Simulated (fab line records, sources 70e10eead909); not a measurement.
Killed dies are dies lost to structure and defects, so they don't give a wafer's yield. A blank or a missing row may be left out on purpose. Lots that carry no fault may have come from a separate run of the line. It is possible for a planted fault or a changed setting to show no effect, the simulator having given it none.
fab line records | flow nand-harc
record: lots: 5 wafers: 15 last-day: 24
route steps=1159 shown P_ZERO_WELL@44 END@1159
lots that met no fault: taken from a fault-free run of the same line
start-h: the number of hours between the record's first day and the start of the first shown wafer of the lot | wait-h: hours elapsed since this lot's preceding step | " unchanged from the row above | L1.1+2: a single row standing in for several wafers | - no value, or no start given | * or withheld: withheld | < > ~ a bound
route shown NAME@n: a module of which the file shows steps, and the number in the route of the first | usual: mean/standard deviation taken from wafers without a fault | same: alike in all rows | chamber/n: place in a boat | sites: readings site by site | _std_site: standard deviation across them | _edge_site: mean of outer sites minus mean of inner sites | radius-mm: for every site, how far away it sits from the centre of the wafer | mask NAME#n: copy n | behind: the last tool/chamber to shape the wafer | hold: why the lot went on hold/how many hours it stayed there/how the hold came to an end | device: the transistor (n, p or np) that didn't switch | end of line: the tests these same wafers got at the end of their route | a step given without rows: its recipe and nothing more | killed: dies lost to structure and defects at the first sort, not the wafer's yield | map: dies across one wafer; x = killed, . = not, _ = none there
set.NAME: the setting that was run; set.NAME@STEP: the one run at that earlier step | model.NAME: the simulator's own value behind a step, which no gauge read
a table for each step, a row for each wafer; lots at some steps of the route
services: when a tool's chamber went out of use (start-h, in hours from the record's first day, below 0 if earlier), for how many hours, and the reason
== steps ==
step: NHARC_P_ZERO_WELL_CD_MEAS_37
recipe: target-cd-nm: 720 landing-energy-ev: 500
usual: cd-nm: 719.8/1.2
columns lot.wafer tool chamber start-h wait-h cd-nm
L142.2 cd-sem-01 0 28.10 - 720.8
L142.3 " 0 " " 719.4
L142.5 " 0 " " 718.8
L146.4 cd-sem-03 0 52.25 - 720.8
L146.5 " 0 " " 719.5
L146.6 " 0 " " 719.7
L147.1 cd-sem-03 0 58.13 - 718.4
L147.2 " 0 " " 718.0
L147.5 " 0 " " 718.3
L159.4 cd-sem-01 0 130.04 - 717.4
L159.5 " 0 " " 719.5
L159.6 " 0 " " 718.7
L162.1 cd-sem-02 0 148.18 - 720.8
L162.4 " 0 " " 720.3
L162.6 " 0 " " 720.2
step: NHARC_P_ZERO_WELL_HARDBAKE_38
recipe: temp-c: 125 time-s: 80
step: NHARC_P_ZERO_WELL_DESCUM_39
recipe: time-s: 3 o2-flow-sccm: 200 ar-flow-sccm: 0 bias-power-w: 0 chemistry: O2
usual: drypump-motor-current-A: 6.0/0.35 oes-product-au: 0.996/0.0071 rf-vpp-V: 57.6/0.87 showerhead-plenum-p-Torr: 1.89/0.076 throttle-valve-pct: 11.311/0.0089
columns lot.wafer tool chamber start-h wait-h drypump-motor-current-A oes-product-au rf-hours-counter-h rf-vpp-V showerhead-plenum-p-Torr throttle-valve-pct
L142.2 rie-diel-08 2 28.27 - 6.0 0.990 5 57.9 1.94 11.297
L142.3 " 0 " " 5.7 1.004 4 58.8 1.95 11.299
L142.5 " 1 " " 5.3 1.002 - 56.9 1.82 11.314
L146.4 rie-diel-13 3 52.40 - 5.9 0.992 10 57.5 1.81 11.306
L146.5 " 3 " " 5.9 0.994 - 56.5 1.80 11.322
L146.6 " 0 " " 5.9 0.993 - 57.6 2.06 11.311
L147.1 rie-diel-08 2 58.29 - 6.0 0.999 7 58.0 1.94 11.319
L147.2 " 0 " " 5.7 1.008 6 58.3 1.95 11.303
L147.5 " 2 " " 6.0 0.997 - 58.4 1.94 11.300
L159.4 rie-diel-13 1 130.20 - 6.0 0.993 2 57.9 1.89 11.320
L159.5 " 0 " " 5.9 0.990 - 56.7 2.05 11.314
L159.6 " 1 " " 6.0 0.990 - 57.7 1.89 11.309
L162.4 rie-diel-12 1 148.35 - 5.4 0.994 7 57.9 1.82 11.305
L162.1 " 3 " " 6.1 1.002 7 57.8 1.79 11.316
L162.6 " 1 " " 5.5 1.009 - 56.3 1.82 11.307
step: NHARC_P_ZERO_WELL_IMPLANT_40
recipe: energy-kev: 300 dose-cm2: 1e+13 tilt-deg: 7
step: NHARC_P_ZERO_WELL_IMPLANT_59
recipe: energy-kev: 120 dose-cm2: 5e+12 tilt-deg: 7
step: NHARC_P_ZERO_WELL_IMPLANT_60
recipe: energy-kev: 30 dose-cm2: 2e+12 tilt-deg: 7
step: NHARC_P_ZERO_WELL_STRIP_41
recipe: time-s: 840 temp-c: 130 chemistry: SPM
step: NHARC_P_ZERO_WELL_DEHYDRATE_44
recipe: temp-c: 150 time-s: 120
step: NHARC_P_ZERO_WELL_HMDS_45
recipe: time-s: 30
step: NHARC_P_ZERO_WELL_COAT_46
recipe: spin-rpm: withheld
step: NHARC_P_ZERO_WELL_SOFTBAKE_47
recipe: temp-c: 122 time-s: 95
step: NHARC_P_ZERO_WELL_EBR_48
step: NHARC_P_ZERO_WELL_EXPOSE_49
recipe: na: 0.6 target-cd-nm: 2000 dose-mj: 22.64 mask-id: P_HVPW
usual: exposure-dose-mJ-cm2: 22.638/0.023
columns lot.wafer tool chamber start-h wait-h mask exposure-dose-mJ-cm2
L142.2 krf-scanner-04 0 29.59 - P_HVPW#0 22.675
L142.3 " 0 " " P_HVPW#0 22.626
L142.5 " 0 " " P_HVPW#0 22.620
L146.4 krf-scanner-01 0 53.74 - P_HVPW#0 22.652
L146.5 " 0 " " P_HVPW#0 22.675
L146.6 " 0 " " P_HVPW#0 22.683
L147.1 krf-scanner-04 0 59.62 - P_NWELL#0 22.678
L147.2 " 0 " " P_NWELL#0 22.658
L147.5 " 0 " " P_NWELL#0 22.675
L159.4 krf-scanner-01 0 131.53 - P_HVPW#0 22.624
L159.5 " 0 " " P_HVPW#0 22.650
L159.6 " 0 " " P_HVPW#0 22.622
L162.1 krf-scanner-01 0 149.70 - P_HVPW#0 22.586
L162.4 " 0 " " P_HVPW#0 22.651
L162.6 " 0 " " P_HVPW#0 22.635
step: NHARC_P_ZERO_WELL_PEB_50
recipe: peb-temp-c: 118 peb-time-s: 85
step: NHARC_P_ZERO_WELL_DEVELOP_51
recipe: time-s: 70
step: NHARC_P_ZERO_WELL_CD_MEAS_52
recipe: target-cd-nm: 2000 landing-energy-ev: 500
usual: cd-nm: 1999.7/1.3
columns lot.wafer tool chamber start-h wait-h cd-nm
L142.2 cd-sem-03 0 29.74 - 2000.5
L142.3 " 0 " " 1998.7
L142.5 " 0 " " 1999.2
L146.4 cd-sem-03 0 53.89 - 2002.4
L146.5 " 0 " " 1998.3
L146.6 " 0 " " 2000.2
L147.1 cd-sem-01 0 59.78 - -
L147.2 " 0 " " -
L147.5 " 0 " " -
L159.4 cd-sem-01 0 131.68 - 1999.6
L159.5 " 0 " " 2001.6
L159.6 " 0 " " 2001.8
L162.1 cd-sem-02 0 149.86 - 2000.1
L162.4 " 0 " " 1999.2
L162.6 " 0 " " 2000.1
step: NHARC_P_ZERO_WELL_HARDBAKE_53
recipe: temp-c: 125 time-s: 80
step: NHARC_END_SORT_01
recipe: temp-c: 25
usual: killed-at-array: 25/9.8 killed-at-other: 0.8/1.1 killed-at-periphery: 3.3/2.1 killed-dies: 29/10 killed-open: 3.3/1.8 killed-short: 1.9/1.4
same: gross-dies: 677
columns lot.wafer tool chamber start-h wait-h killed-at-array killed-at-other killed-at-periphery killed-dies killed-open killed-short
L147.1 prober-01 0 483.54 2.5 25 0 652 677 3 4
L147.2 prober-01 0 484.33 2.8 16 1 660 677 1 2
L147.5 prober-01 0 486.72 3.7 11 0 666 677 3 2
L146.4 prober-02 0 490.61 3.4 14 0 2 16 3 3
L146.5 prober-02 0 491.42 3.7 20 0 3 23 0 1
L146.6 prober-02 0 492.23 4.0 21 0 3 24 3 3
L159.4 prober-01 0 558.33 3.4 18 1 2 21 7 0
L159.5 prober-01 0 559.12 3.7 8 2 0 10 3 1
L159.6 prober-01 0 559.92 4.0 18 1 6 25 4 1
killed by level:class
L147.1 P_ZERO_WELL:area-expose=649 A_CHANNEL_HOLE_D1:chamber-film-flake=11 A_STAIRCASE:chamber-film-flake=4 A_WL_FILL:geometric-particle:short=2 P_STI:chamber-film-flake=2 A_CHANNEL_FILL_D1:geometric-particle:open=1 A_CONTACT:geometric-particle:open=1 A_M0:geometric-particle:open=1
L147.2 P_ZERO_WELL:area-expose=657 A_CHANNEL_HOLE_D1:chamber-film-flake=5 A_CONTACT:chamber-film-flake=4 A_STAIRCASE:chamber-film-flake=3 P_M0:geometric-particle:short=1 A_ONON_D1:geometric-particle:open=1 A_CONTACT:geometric-particle:short=1 P_ZERO_WELL:chamber-film-flake=1
L147.5 P_ZERO_WELL:area-expose=663 A_CHANNEL_HOLE_D1:chamber-film-flake=4 P_ZERO_WELL:chamber-film-flake=2 A_SLIT:geometric-particle:short=1 A_WL_FILL:geometric-particle:open=1 A_CONTACT:geometric-particle:open=1 A_CONTACT:geometric-particle:short=1 A_M0:geometric-particle:open=1
L146.4 A_CHANNEL_HOLE_D1:chamber-film-flake=4 A_STAIRCASE:chamber-film-flake=3 A_M0:geometric-particle:open=2 P_GATE:geometric-particle:short=1 P_CONTACT:geometric-particle:open=1 A_CHANNEL_FILL_D1:geometric-particle:short=1 A_WL_FILL:geometric-particle:short=1 A_CHANNEL_FILL_D1:chamber-film-flake=1
L146.5 A_CHANNEL_HOLE_D1:chamber-film-flake=12 P_STI:chamber-film-flake=3 A_ZERO_WELL:chamber-film-flake=2 A_WL_FILL:chamber-film-flake=2 A_CONTACT:chamber-film-flake=2 A_CONTACT:geometric-particle:short=1 A_STAIRCASE:chamber-film-flake=1
L146.6 A_STAIRCASE:chamber-film-flake=8 A_CHANNEL_HOLE_D1:chamber-film-flake=6 A_WL_FILL:chamber-film-flake=2 P_CONTACT:geometric-particle:open=1 P_M1:geometric-particle:short=1 A_CHANNEL_FILL_D1:geometric-particle:open=1 A_STAIRCASE:geometric-particle:short=1 A_SGD_CUT:geometric-particle:short=1
L159.4 A_CHANNEL_HOLE_D1:chamber-film-flake=7 A_CONTACT:chamber-film-flake=4 A_WL_FILL:geometric-particle:open=2 A_CONTACT:geometric-particle:open=2 P_GATE:chamber-film-flake=2 A_SLIT:geometric-particle:open=1 A_BLC:geometric-particle:open=1 STARTING-WAFER:geometric-particle:open=1
L159.5 A_CHANNEL_HOLE_D1:chamber-film-flake=2 A_CONTACT:chamber-film-flake=2 A_CHANNEL_FILL_D1:geometric-particle:open=1 A_CHANNEL_FILL_D1:geometric-particle:short=1 A_WL_FILL:geometric-particle:open=1 STARTING-WAFER:geometric-particle:open=1 A_M0:chamber-film-flake=1 HYBRID_BOND:latent=1
L159.6 P_STI:chamber-film-flake=6 A_CHANNEL_HOLE_D1:chamber-film-flake=6 A_CONTACT:chamber-film-flake=4 A_CHANNEL_FILL_D1:geometric-particle:open=2 A_WL_FILL:chamber-film-flake=2 A_CHANNEL_HOLE_D1:geometric-particle:open=1 A_CHANNEL_FILL_D1:geometric-particle:short=1 STARTING-WAFER:geometric-particle:open=1
map L147.1 (x killed, . not)
____________x____________
_________xxxxxxx_________
_______xxxxxxxxxxx_______
______xxxxxxxxxxxxx______
_____xxxxxxxxxxxxxxx_____
____xxxxxxxxxxxxxxxxx____
____xxxxxxxxxxxxxxxxx____
___xxxxxxxxxxxxxxxxxxx___
___xxxxxxxxxxxxxxxxxxx___
__xxxxxxxxxxxxxxxxxxxxx__
__xxxxxxxxxxxxxxxxxxxxx__
_xxxxxxxxxxxxxxxxxxxxxxx_
_xxxxxxxxxxxxxxxxxxxxxxx_
_xxxxxxxxxxxxxxxxxxxxxxx_
_xxxxxxxxxxxxxxxxxxxxxxx_
_xxxxxxxxxxxxxxxxxxxxxxx_
xxxxxxxxxxxxxxxxxxxxxxxxx
xxxxxxxxxxxxxxxxxxxxxxxxx
xxxxxxxxxxxxxxxxxxxxxxxxx
xxxxxxxxxxxxxxxxxxxxxxxxx
xxxxxxxxxxxxxxxxxxxxxxxxx
_xxxxxxxxxxxxxxxxxxxxxxx_
_xxxxxxxxxxxxxxxxxxxxxxx_
_xxxxxxxxxxxxxxxxxxxxxxx_
_xxxxxxxxxxxxxxxxxxxxxxx_
_xxxxxxxxxxxxxxxxxxxxxxx_
__xxxxxxxxxxxxxxxxxxxxx__
__xxxxxxxxxxxxxxxxxxxxx__
___xxxxxxxxxxxxxxxxxxx___
___xxxxxxxxxxxxxxxxxxx___
____xxxxxxxxxxxxxxxxx____
____xxxxxxxxxxxxxxxxx____
_____xxxxxxxxxxxxxxx_____
______xxxxxxxxxxxxx______
_______xxxxxxxxxxx_______
_________xxxxxxx_________
____________x____________
map L142.2 (x killed, . not)
____________.____________
_________......._________
_______..........._______
______.............______
_____..............._____
____.................____
____...........x.....____
___..........x..xx....___
___...........xx......___
__.......x......xx.....__
__x..x........xx.x.....__
_...........x.x........._
_...x...........xx......_
_..............xx......._
_......................._
_.........x............._
.x..............x........
......x..................
.xx......x...............
..............x........x.
...x....x...............x
_.....x................._
_........x...x.....x...._
_.......x..........x...._
_..................xx..x_
_......................._
__.....................__
__.....................__
___...................___
___...................___
____.................____
____.................____
_____..............._____
______.............______
_______..........._______
_________......._________
____________.____________
== services ==
columns tool chamber start-h hours kind
rie-diel-13 0 4.50 - clean
rie-diel-13 1 4.50 - clean
rie-diel-13 2 4.50 - clean
rie-diel-13 3 4.50 - clean
rie-diel-08 0 5.80 - clean
rie-diel-08 1 5.80 - clean
rie-diel-08 2 5.80 - clean
rie-diel-08 3 5.80 - clean
rie-diel-12 - 25.45 9.0 pm
rie-diel-13 0 29.00 - clean
rie-diel-13 1 29.00 - clean
rie-diel-13 2 29.00 - clean
rie-diel-08 - 32.69 0.2 repair
rie-diel-12 0 35.49 8.0 repair
krf-scanner-01 - 84.00 4.0 pm
rie-diel-08 0 93.30 15.5 repair
rie-diel-13 - 99.00 9.0 pm
krf-scanner-01 - 114.01 4.0 repair
krf-scanner-01 0 118.21 - calibration
rie-diel-08 - 124.80 9.0 pm
krf-scanner-04 - 126.00 4.0 pm
krf-scanner-04 - 135.31 7.7 repair
rie-diel-12 - 142.54 4.3 repair
krf-scanner-04 - 145.20 0.4 repair
== key ==
first-sign: step: NHARC_P_ZERO_WELL_EXPOSE_49 reading: mask direction: changed
effect: step: NHARC_P_ZERO_WELL_CD_MEAS_52 reading: cd-nm direction: missing
effect: step: NHARC_END_SORT_01 reading: killed-at-periphery direction: up sigmas: 99+ usual: 3.3 struck: 659.3
more-kills-born-at: NHARC_P_ZERO_WELL_EXPOSE_49@krf-scanner-04: 1969
met-at NHARC_P_ZERO_WELL_EXPOSE_49
struck-wafers L147.1,L147.2,L147.5
later-rows-left-out L147.1,L147.2,L147.5
tester-left-out L147
onset-between 29.59 59.62
fault: kind: wrong-mask tool: any chamber: - onset-h: 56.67 steps: NHARC_P_ZERO_WELL_EXPOSE_49 aux-copy: P_NWELL#0 scope: struck-lots-only
tester-left-out: of these lots the tester's yield and bins aren't shown, on N5 and GAA mostly nor the transistor test; their killed dies are dies lost to structure and defects alone, not to doping, threshold or leakage, so they don't give the yield
later-rows-left-out: the simulator's readings of these wafers behind a module that went badly wrong aren't trusted and aren't shown, but for the sort
